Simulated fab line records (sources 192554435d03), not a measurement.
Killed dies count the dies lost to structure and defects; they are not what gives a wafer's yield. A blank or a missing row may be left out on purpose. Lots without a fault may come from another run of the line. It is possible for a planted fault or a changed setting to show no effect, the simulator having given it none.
Which of the tools did it? / flow n5 finfet / 27 wafers from 9 lots sampled at 5 of the route's 1938 steps

## WHAT EACH GAUGE READ, for each wafer
N5_BEOL_M4_RC_MEAS_101. Usual: DIBL_N 36.4 mV/V, standard deviation 1.5; DIBL_P 36.4 mV/V, standard deviation 1.6; IOFF_N 0.164 nA/um, standard deviation 0.025; IOFF_P 0.214 nA/um, standard deviation 0.028; ION_N 675 uA/um, standard deviation 9.9; ION_P 463 uA/um, standard deviation 6.5; SS_N 71.5 mV/dec, standard deviation 0.5; SS_P 73.3 mV/dec, standard deviation 0.56; VT_N 249.2 mV, standard deviation 2.7; VT_P -250.1 mV, standard deviation 2.8.
lot=L321; measured=day 7 20:11; on=prober-02; DIBL_N (mV/V)=36.5 37.0 37.2; DIBL_P (mV/V)=35.4 36.7 36.3; IOFF_N (nA/um)=0.134 0.155 0.149; IOFF_P (nA/um)=0.171 0.186 0.185; ION_N (uA/um)=664 688 660; ION_P (uA/um)=453 458 451; SS_N (mV/dec)=71.2 70.7 70.8; SS_P (mV/dec)=73.7 73.7 73.2; VT_N (mV)=250.4 248.1 251.0; VT_P (mV)=-256.0 -253.7 -256.5; flag=
lot=L324; measured=day 8 15:07; on=prober-01; DIBL_N (mV/V)=36.4 34.1 35.7; DIBL_P (mV/V)=36.9 34.1 35.4; IOFF_N (nA/um)=0.153 0.111 0.134; IOFF_P (nA/um)=0.173 0.145 0.160; ION_N (uA/um)=671 657 656; ION_P (uA/um)=455 440 447; SS_N (mV/dec)=71.8 70.8 71.7; SS_P (mV/dec)=73.3 72.7 73.6; VT_N (mV)=248.6 256.2 252.8; VT_P (mV)=-253.4 -257.7 -254.4; flag=
lot=L326; measured=day 9 03:50; on=prober-01; DIBL_N (mV/V)=36.7 38.0 37.8; DIBL_P (mV/V)=33.8 35.8 35.7; IOFF_N (nA/um)=0.152 0.176 0.173; IOFF_P (nA/um)=0.187 0.214 0.210; ION_N (uA/um)=670 691 678; ION_P (uA/um)=459 470 457; SS_N (mV/dec)=71.3 71.4 72.0; SS_P (mV/dec)=72.3 74.1 73.6; VT_N (mV)=250.7 247.4 246.8; VT_P (mV)=-252.1 -250.6 -251.4; flag=
lot=L330; measured=day 10 00:44; on=prober-01; DIBL_N (mV/V)=38.2 38.7 38.6; DIBL_P (mV/V)=35.8 36.1 36.6; IOFF_N (nA/um)=0.172 0.184 0.187; IOFF_P (nA/um)=0.221 0.239 0.254; ION_N (uA/um)=674 681 675; ION_P (uA/um)=459 470 465; SS_N (mV/dec)=72.2 72.0 71.8; SS_P (mV/dec)=73.0 73.4 73.6; VT_N (mV)=249.4 246.6 245.5; VT_P (mV)=-249.3 -247.6 -248.3; flag=
lot=L338; measured=day 12 08:25; on=prober-01; DIBL_N (mV/V)=37.9 36.9 38.5; DIBL_P (mV/V)=38.7 37.5 39.4; IOFF_N (nA/um)=0.222 0.207 0.247; IOFF_P (nA/um)=0.244 0.225 0.256; ION_N (uA/um)=696 697 703; ION_P (uA/um)=468 468 469; SS_N (mV/dec)=72.3 71.7 71.3; SS_P (mV/dec)=73.6 74.4 74.2; VT_N (mV)=246.7 245.8 242.5; VT_P (mV)=-248.5 -249.9 -246.1; flag=
lot=L341; measured=day 13 00:23; on=prober-01; DIBL_N (mV/V)=37.0 36.1 36.7; DIBL_P (mV/V)=37.4 36.9 37.4; IOFF_N (nA/um)=0.161 0.150 0.152; IOFF_P (nA/um)=0.218 0.207 0.208; ION_N (uA/um)=674 677 669; ION_P (uA/um)=463 464 464; SS_N (mV/dec)=71.5 72.0 71.9; SS_P (mV/dec)=73.1 72.8 73.1; VT_N (mV)=247.9 247.4 248.8; VT_P (mV)=-252.6 -249.7 -250.3; flag=
lot=L342; measured=day 13 03:38; on=prober-02; DIBL_N (mV/V)=35.1 34.7 35.5; DIBL_P (mV/V)=34.9 34.4 35.5; IOFF_N (nA/um)=0.159 0.146 0.157; IOFF_P (nA/um)=0.175 0.169 0.187; ION_N (uA/um)=681 674 667; ION_P (uA/um)=458 457 455; SS_N (mV/dec)=71.7 71.1 71.8; SS_P (mV/dec)=73.1 73.1 72.9; VT_N (mV)=250.2 249.3 249.2; VT_P (mV)=-254.8 -252.5 -254.0; flag=
lot=L343; measured=day 13 16:01; on=prober-02; DIBL_N (mV/V)=35.5 36.0 36.3; DIBL_P (mV/V)=35.8 36.8 36.5; IOFF_N (nA/um)=0.140 0.158 0.155; IOFF_P (nA/um)=0.200 0.221 0.216; ION_N (uA/um)=660 670 665; ION_P (uA/um)=457 465 464; SS_N (mV/dec)=71.3 72.0 71.7; SS_P (mV/dec)=72.4 73.2 72.3; VT_N (mV)=250.5 249.4 251.5; VT_P (mV)=-249.5 -250.0 -250.7; flag=
lot=L344; measured=day 13 15:23; on=prober-02; DIBL_N (mV/V)=37.4 36.6 37.8; DIBL_P (mV/V)=37.1 36.1 36.8; IOFF_N (nA/um)=0.184 0.164 0.174; IOFF_P (nA/um)=0.225 0.212 0.218; ION_N (uA/um)=675 674 678; ION_P (uA/um)=464 457 459; SS_N (mV/dec)=71.4 71.6 71.2; SS_P (mV/dec)=73.8 73.7 74.1; VT_N (mV)=246.9 251.0 249.6; VT_P (mV)=-250.5 -251.4 -249.9; flag=

## EACH LOT AND THE TOOL THAT RAN IT (in order: tool; ch and the chambers of the sampled wafers; start)
lot=L321; N5_GATE_CUT_CUT_ETCH_54=rie metal-01 ch 0,1, day 4 12:10; N5_GATE_CUT_VAPOR_ETCH_48=rie metal-01 ch 0,1, day 4 12:17; N5_GATE_CUT_VAPOR_ETCH_49=rie metal-01 ch 0,1, day 4 12:19; N5_GATE_CUT_ALD_22=ald sin-03 ch 0,2,3, day 4 12:34
lot=L324; N5_GATE_CUT_CUT_ETCH_54=rie metal-03 ch 0,1, day 5 05:18; N5_GATE_CUT_VAPOR_ETCH_48=rie metal-03 ch 0,1, day 5 05:25; N5_GATE_CUT_VAPOR_ETCH_49=rie metal-03 ch 0,1, day 5 05:27; N5_GATE_CUT_ALD_22=ald sin-04 ch 1,2, day 5 05:44
lot=L326; N5_GATE_CUT_CUT_ETCH_54=rie metal-02 ch 0,1, day 5 18:57; N5_GATE_CUT_VAPOR_ETCH_48=rie metal-02 ch 0,1, day 5 19:04; N5_GATE_CUT_VAPOR_ETCH_49=rie metal-02 ch 0,1, day 5 19:05; N5_GATE_CUT_ALD_22=ald sin-03 ch 0,1,3, day 5 19:19
lot=L330; N5_GATE_CUT_CUT_ETCH_54=rie metal-03 ch 0, day 6 17:35; N5_GATE_CUT_VAPOR_ETCH_48=rie metal-03 ch 0, day 6 17:49; N5_GATE_CUT_VAPOR_ETCH_49=rie metal-03 ch 0, day 6 17:53; N5_GATE_CUT_ALD_22=ald sin-04 ch 0,1,2, day 6 18:10
lot=L338; N5_GATE_CUT_CUT_ETCH_54=rie metal-03 ch 0,1, day 8 20:58; N5_GATE_CUT_VAPOR_ETCH_48=rie metal-03 ch 0,1, day 8 21:05; N5_GATE_CUT_VAPOR_ETCH_49=rie metal-03 ch 0,1, day 8 21:07; N5_GATE_CUT_ALD_22=ald sin-03 ch 0,1, day 9 00:57
lot=L341; N5_GATE_CUT_CUT_ETCH_54=rie metal-01 ch 0,1, day 9 11:40; N5_GATE_CUT_VAPOR_ETCH_48=rie metal-01 ch 0,1, day 9 11:47; N5_GATE_CUT_VAPOR_ETCH_49=rie metal-01 ch 0,1, day 9 11:49; N5_GATE_CUT_ALD_22=ald sin-02 ch 0,1,2, day 9 12:19
lot=L342; N5_GATE_CUT_CUT_ETCH_54=rie metal-02 ch 0,1, day 9 21:22; N5_GATE_CUT_VAPOR_ETCH_48=rie metal-02 ch 0,1, day 9 21:29; N5_GATE_CUT_VAPOR_ETCH_49=rie metal-02 ch 0,1, day 9 21:31; N5_GATE_CUT_ALD_22=ald sin-02 ch 0,1, day 9 21:46
lot=L343; N5_GATE_CUT_CUT_ETCH_54=rie metal-01 ch 0,1, day 10 04:05; N5_GATE_CUT_VAPOR_ETCH_48=rie metal-01 ch 0,1, day 10 04:12; N5_GATE_CUT_VAPOR_ETCH_49=rie metal-01 ch 0,1, day 10 04:14; N5_GATE_CUT_ALD_22=ald sin-02 ch 2,3, day 10 04:28
lot=L344; N5_GATE_CUT_CUT_ETCH_54=rie metal-01 ch 0,1, day 10 08:05; N5_GATE_CUT_VAPOR_ETCH_48=rie metal-01 ch 0,1, day 10 08:12; N5_GATE_CUT_VAPOR_ETCH_49=rie metal-01 ch 0,1, day 10 08:14; N5_GATE_CUT_ALD_22=ald sin-03 ch 0,1,2, day 10 08:27
- N5_GATE_CUT_CUT_ETCH_54: etches TiN in Cl2/BCl3, target depth 96.7 nm.
- N5_GATE_CUT_VAPOR_ETCH_48: etches TiN in BCl3/Cl2.
- N5_GATE_CUT_VAPOR_ETCH_49: etches TiAlC in BCl3/Cl2.
- N5_GATE_CUT_ALD_22: deposits SiNx, target thk 16 nm, pulse time 1 s, ald cycles 320.

## AS READ BY THE TOOLS THEMSELVES (means over the sampled wafers that have a number; for cases with no such wafer, the mark the record gives instead)
N5_GATE_CUT_CUT_ETCH_54. Usual: drypump motor current A 6.0 A (standard deviation 0.45); etch rf on time s 36.4 s (standard deviation 0.47); he backside leak sccm 3.51 sccm (standard deviation 0.18); mfc ar sccm 25.01 sccm (standard deviation 0.077); oes_ar_750_au 0.78 a.u. (standard deviation 0.089); oes product au 0.71 a.u. (standard deviation 0.084); throttle valve pct 22.27 % (standard deviation 0.2).
lot=L321; tool=rie metal-01; drypump motor current A (A)=5.8; etch rf on time s (s)=36.5; he backside leak sccm (sccm)=3.35; mfc ar sccm (sccm)=25.06; oes_ar_750_au (a.u.)=0.77; oes product au (a.u.)=0.71; throttle valve pct (%)=22.28; flag=
lot=L324; tool=rie metal-03; drypump motor current A (A)=5.6; etch rf on time s (s)=37.2; he backside leak sccm (sccm)=3.63; mfc ar sccm (sccm)=24.96; oes_ar_750_au (a.u.)=0.65; oes product au (a.u.)=0.58; throttle valve pct (%)=22.59; flag=
lot=L326; tool=rie metal-02; drypump motor current A (A)=6.6; etch rf on time s (s)=36.2; he backside leak sccm (sccm)=3.54; mfc ar sccm (sccm)=25.03; oes_ar_750_au (a.u.)=0.83; oes product au (a.u.)=0.75; throttle valve pct (%)=22.24; flag=
lot=L330; tool=rie metal-03; drypump motor current A (A)=6.2; etch rf on time s (s)=36.7; he backside leak sccm (sccm)=3.65; mfc ar sccm (sccm)=25.02; oes_ar_750_au (a.u.)=0.78; oes product au (a.u.)=0.70; throttle valve pct (%)=22.17; flag=
lot=L338; tool=rie metal-03; drypump motor current A (A)=5.6; etch rf on time s (s)=32.8; he backside leak sccm (sccm)=3.43; mfc ar sccm (sccm)=25.05; oes_ar_750_au (a.u.)=0.88; oes product au (a.u.)=0.86; throttle valve pct (%)=22.23; flag=OFF
lot=L341; tool=rie metal-01; drypump motor current A (A)=5.9; etch rf on time s (s)=36.6; he backside leak sccm (sccm)=3.67; mfc ar sccm (sccm)=25.00; oes_ar_750_au (a.u.)=0.70; oes product au (a.u.)=0.63; throttle valve pct (%)=22.37; flag=
lot=L342; tool=rie metal-02; drypump motor current A (A)=6.5; etch rf on time s (s)=35.8; he backside leak sccm (sccm)=3.47; mfc ar sccm (sccm)=25.07; oes_ar_750_au (a.u.)=0.80; oes product au (a.u.)=0.73; throttle valve pct (%)=22.09; flag=
lot=L343; tool=rie metal-01; drypump motor current A (A)=5.9; etch rf on time s (s)=35.9; he backside leak sccm (sccm)=3.63; mfc ar sccm (sccm)=25.07; oes_ar_750_au (a.u.)=0.70; oes product au (a.u.)=0.64; throttle valve pct (%)=22.37; flag=
lot=L344; tool=rie metal-01; drypump motor current A (A)=5.9; etch rf on time s (s)=36.8; he backside leak sccm (sccm)=3.23; mfc ar sccm (sccm)=24.95; oes_ar_750_au (a.u.)=0.69; oes product au (a.u.)=0.63; throttle valve pct (%)=22.39; flag=

N5_GATE_CUT_VAPOR_ETCH_48. Usual: drypump motor current A 6.0 A, standard deviation 0.45; he backside leak sccm 3.50 sccm, standard deviation 0.17; oes product au 0.79 a.u., standard deviation 0.094.
lot=L321; tool=rie metal-01; drypump motor current A (A)=5.7; he backside leak sccm (sccm)=3.39; oes product au (a.u.)=0.79; flag=
lot=L324; tool=rie metal-03; drypump motor current A (A)=5.6; he backside leak sccm (sccm)=3.47; oes product au (a.u.)=0.65; flag=
lot=L326; tool=rie metal-02; drypump motor current A (A)=6.6; he backside leak sccm (sccm)=3.46; oes product au (a.u.)=0.83; flag=
lot=L330; tool=rie metal-03; drypump motor current A (A)=6.2; he backside leak sccm (sccm)=3.43; oes product au (a.u.)=0.78; flag=
lot=L338; tool=rie metal-03; drypump motor current A (A)=5.6; he backside leak sccm (sccm)=3.42; oes product au (a.u.)=0.88; flag=
lot=L341; tool=rie metal-01; drypump motor current A (A)=5.9; he backside leak sccm (sccm)=3.41; oes product au (a.u.)=0.71; flag=
lot=L342; tool=rie metal-02; drypump motor current A (A)=6.5; he backside leak sccm (sccm)=3.70; oes product au (a.u.)=0.79; flag=
lot=L343; tool=rie metal-01; drypump motor current A (A)=5.9; he backside leak sccm (sccm)=3.43; oes product au (a.u.)=0.71; flag=
lot=L344; tool=rie metal-01; drypump motor current A (A)=5.9; he backside leak sccm (sccm)=3.33; oes product au (a.u.)=0.70; flag=

N5_GATE_CUT_VAPOR_ETCH_49. Usual: drypump motor current A 6.0 A, standard deviation 0.45; he backside leak sccm 3.52 sccm, standard deviation 0.3; oes product au 0.78 a.u., standard deviation 0.093.
lot=L321; tool=rie metal-01; drypump motor current A (A)=5.8; he backside leak sccm (sccm)=3.51; oes product au (a.u.)=0.78; flag=
lot=L324; tool=rie metal-03; drypump motor current A (A)=5.6; he backside leak sccm (sccm)=3.74; oes product au (a.u.)=0.65; flag=
lot=L326; tool=rie metal-02; drypump motor current A (A)=6.6; he backside leak sccm (sccm)=3.44; oes product au (a.u.)=0.83; flag=
lot=L330; tool=rie metal-03; drypump motor current A (A)=6.2; he backside leak sccm (sccm)=3.49; oes product au (a.u.)=0.77; flag=
lot=L338; tool=rie metal-03; drypump motor current A (A)=5.6; he backside leak sccm (sccm)=3.39; oes product au (a.u.)=0.88; flag=
lot=L341; tool=rie metal-01; drypump motor current A (A)=5.9; he backside leak sccm (sccm)=3.59; oes product au (a.u.)=0.70; flag=
lot=L342; tool=rie metal-02; drypump motor current A (A)=6.5; he backside leak sccm (sccm)=3.51; oes product au (a.u.)=0.80; flag=
lot=L343; tool=rie metal-01; drypump motor current A (A)=5.9; he backside leak sccm (sccm)=3.54; oes product au (a.u.)=0.70; flag=
lot=L344; tool=rie metal-01; drypump motor current A (A)=5.9; he backside leak sccm (sccm)=3.59; oes product au (a.u.)=0.70; flag=

N5_GATE_CUT_ALD_22. Usual: chamber pressure Torr 2.000 Torr, standard deviation 0.0045; heater power w 830 W, standard deviation 100; precursor pulse height rel 1.001, standard deviation 0.018.
lot=L321; tool=ald sin-03; chamber pressure Torr (Torr)=2.001; heater power w (W)=833; precursor pulse height rel=0.981; flag=
lot=L324; tool=ald sin-04; chamber pressure Torr (Torr)=1.995; heater power w (W)=818; precursor pulse height rel=1.013; flag=
lot=L326; tool=ald sin-03; chamber pressure Torr (Torr)=1.996; heater power w (W)=808; precursor pulse height rel=1.023; flag=
lot=L330; tool=ald sin-04; chamber pressure Torr (Torr)=1.999; heater power w (W)=890; precursor pulse height rel=1.003; flag=
lot=L338; tool=ald sin-03; chamber pressure Torr (Torr)=2.005; heater power w (W)=834; precursor pulse height rel=0.999; flag=
lot=L341; tool=ald sin-02; chamber pressure Torr (Torr)=2.001; heater power w (W)=792; precursor pulse height rel=0.994; flag=
lot=L342; tool=ald sin-02; chamber pressure Torr (Torr)=2.002; heater power w (W)=738; precursor pulse height rel=0.994; flag=
lot=L343; tool=ald sin-02; chamber pressure Torr (Torr)=2.005; heater power w (W)=894; precursor pulse height rel=1.002; flag=
lot=L344; tool=ald sin-03; chamber pressure Torr (Torr)=2.001; heater power w (W)=789; precursor pulse height rel=1.000; flag=

## THE ANSWER, worked out from the rows above alone
Rule: a lot is off if the mean of its wafers that have a number lies more than 3 standard deviations from the usual mean. Also off: a lot with no number at a reading for which 4 or more lots have one. Where the step has rows for the other lots, those lots are counted as sound. First the gauges in route order, then the tools' own readings, where a lot's mean is used as printed above. At the first step where some lot is off, the reading lying furthest off is the one used; lots without a number count as furthest.
Off at N5_GATE_CUT_CUT_ETCH_54 (etch rf on time s): L338.
A tool fits if, at that step or a process step before it, it ran every lot that is off, and no sound lot after the first of them. One fits: rie metal-03 at N5_GATE_CUT_CUT_ETCH_54. A fault onset in the window from L330 (day 6 17:35, its last sound lot) to L338 (day 8 20:58, its first lot off) fits.
On the lots that are off, the tool's own readings at N5_GATE_CUT_CUT_ETCH_54 differ by more than 5 times the standard deviation of the sound lots' means, which bears it out; etch rf on time s reads 32.8 s there versus 36.5 s on the sound lots.

## WHAT THE SIMULATOR HAD INSERTED
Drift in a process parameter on rie metal-03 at N5_GATE_CUT_CUT_ETCH_54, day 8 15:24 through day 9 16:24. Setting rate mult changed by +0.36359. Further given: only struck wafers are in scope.
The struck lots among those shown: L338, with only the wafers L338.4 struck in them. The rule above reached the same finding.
